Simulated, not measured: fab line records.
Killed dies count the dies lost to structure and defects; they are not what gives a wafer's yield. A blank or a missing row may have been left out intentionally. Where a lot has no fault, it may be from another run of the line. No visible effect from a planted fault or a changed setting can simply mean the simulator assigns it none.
3 desks looking at one fault + flow n5Finfet + what lay behind the numbers comes last; until then each desk has only its own

## DESK OF THE TOOL OWNER: rieMetal-02
The tool's own readings at N5_MIM_BOT_ETCH_ETCH_03 (etches the open film in Cl2/BCl3, target depth 12 nm): means of the sampled wafers that have a number, for each lot that ran on this tool. A lot is out of limits, marked OUT, if its mean lies more than 4 standard deviations from the usual mean; the brackets give that distance.
Columns: A = drypumpMotorCurrentA at N5_MIM_BOT_ETCH_ETCH_03, usual 5.65 A; B = oesProductAu at N5_MIM_BOT_ETCH_ETCH_03, usual 0.81 a.u.; C = throttleValvePct at N5_MIM_BOT_ETCH_ETCH_03, usual 27.68 %
| lot  | first seen here | A    | B    | C     |
|------|-----------------|------|------|-------|
| L320 | day 15 01:53    | 5.54 | 0.76 | 27.40 |
| L331 | day 19 17:19    | 5.56 | 0.87 | 27.42 |
| L327 | day 20 04:15    | 5.57 | 0.79 | 27.41 |
This desk's verdict: no lot among the 3 shows anything out of limits.

## FROM THE METROLOGY DESK
Lot by lot, what the gauges showed, no matter which tool ran the lot: averages of those sampled wafers that carry a number. A lot is out of limits, marked OUT, if its mean lies more than 4 standard deviations from the usual mean; the brackets give that distance.
Columns: A = cdNm at N5_MIM_BOT_LITHO_CD_MEAS_08, usual 3000.5 nm; B = MIM_BOT_OVL at N5_MIM_BOT_LITHO_OVL_MEAS_11, usual 5 nm
| lot  | first seen here | A      | B  |
|------|-----------------|--------|----|
| L311 | day 13 02:27    | 3000.1 | 11 |
| L320 | day 15 01:22    | 2999.7 | 5  |
| L319 | day 15 04:11    | 3001.2 | 5  |
| L318 | day 16 07:51    | 3000.8 | 5  |
| L331 | day 19 17:04    | 2999.2 | 9  |
| L327 | day 20 03:35    | 2997.7 | 1  |
This desk's verdict: no lot among the 6 shows anything out of limits.

## THE DEFECT DESK
Lot by lot, what the route's inspections counted, given as the mean of those sampled wafers with a number. A lot is out of limits, marked OUT, if its mean lies more than 4 standard deviations from the usual mean; the brackets give that distance.
Columns: A = rawDefectCount at N5_MIM_BOT_LITHO_INSPECT_12, usual 2.1
| lot  | first seen here | A   |
|------|-----------------|-----|
| L311 | day 13 02:31    | 3.0 |
| L320 | day 15 01:25    | 2.0 |
| L319 | day 15 04:14    | 2.0 |
| L318 | day 16 07:54    | 2.3 |
| L331 | day 19 17:07    | 2.3 |
| L327 | day 20 03:38    | 3.3 |
This desk's verdict: no lot among the 6 shows anything out of limits.

## TAKEN TOGETHER
The desk of the tool owner found nothing out of limits.
Nothing out of limits was seen by the metrology desk.
The defect desk saw nothing out of limits.

## WHAT WAS PUT IN BY THE SIMULATOR
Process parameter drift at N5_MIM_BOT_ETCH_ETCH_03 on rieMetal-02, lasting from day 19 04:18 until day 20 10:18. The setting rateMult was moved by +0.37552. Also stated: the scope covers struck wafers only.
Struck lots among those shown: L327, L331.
